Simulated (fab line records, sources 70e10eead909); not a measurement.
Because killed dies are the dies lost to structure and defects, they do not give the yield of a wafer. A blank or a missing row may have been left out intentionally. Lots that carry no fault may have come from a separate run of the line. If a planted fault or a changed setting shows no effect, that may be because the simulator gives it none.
Chamber matching ; flow nand-harc ; NHARC_A_CHANNEL_FILL_D1_ALD_16 on ald-hk-02: 4 sister chambers
The step deposits SiO2, target thk 1.5 nm, pulse time 10 s, ald cycles 15. 14 wafers are shown with their chamber, then 7 later ones without.

## EACH WAFER AND ITS CHAMBER
wafer;chamber;heater-power-outer-w (W);heater-power-w (W);precursor-pulse-height-rel
L834.1;3;269;488;0.980
L834.3;1;254;455;1.000
L834.5;1;254;467;1.033
L836.2;2;297;551;1.013
L836.3;0;262;456;0.977
L836.6;0;259;449;0.989
L838.2;1;257;472;0.986
L838.4;0;256;440;0.975
L838.6;1;253;453;0.971
L843.1;3;265;494;0.979
L843.2;1;258;450;0.960
L843.3;2;293;567;1.031
L850.3;1;263;468;1.002
L850.5;3;265;478;1.024

SIGNATURES (averages over the wafers above)
reading;chamber 0;chamber 1;chamber 2;chamber 3;scatter within a chamber
heater-power-outer-w;259.00;256.50;295.00;266.33;3.26
heater-power-w;448.33;460.83;559.00;486.67;9.02
precursor-pulse-height-rel;0.98033;0.99200;1.02200;0.99433;0.0222
Rule: for a wafer and a chamber, the distance is found by dividing, reading by reading, the gap between the wafer's reading and the chamber's mean by the reading's scatter, squaring, summing and taking the root. The wafer belongs to the nearest chamber; if the next one is less than 2 further off, it can't be placed. The scatter: take each reading less its chamber's mean, square it, sum over the shown wafers, divide by the number of wafers less the number of chambers, and take the root.

## WAFERS WHOSE CHAMBER IS MISSING
wafer;heater-power-outer-w (W);heater-power-w (W);precursor-pulse-height-rel
L850.6;259;451;1.005
L856.3;260;482;1.009
L856.4;308;588;1.003
L856.6;266;453;1.041
L857.2;259;482;0.996
L857.3;257;448;0.970
L857.5;265;477;0.971

## WHICH CHAMBER EACH ONE RAN IN
wafer;from the rows above;in truth
L850.6;can't be placed: 0 or 1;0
L856.3;can't be placed: 3 or 1 or 0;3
L856.4;2;2
L856.6;can't be placed: 0 or 1 or 3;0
L857.2;can't be placed: 3 or 1 or 0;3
L857.3;can't be placed: 0 or 1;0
L857.5;can't be placed: 3 or 1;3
1 of 7 placed correctly. Not placeable from these rows: 6 (in 6, the candidates include the true chamber). Wrongly placed: 0.
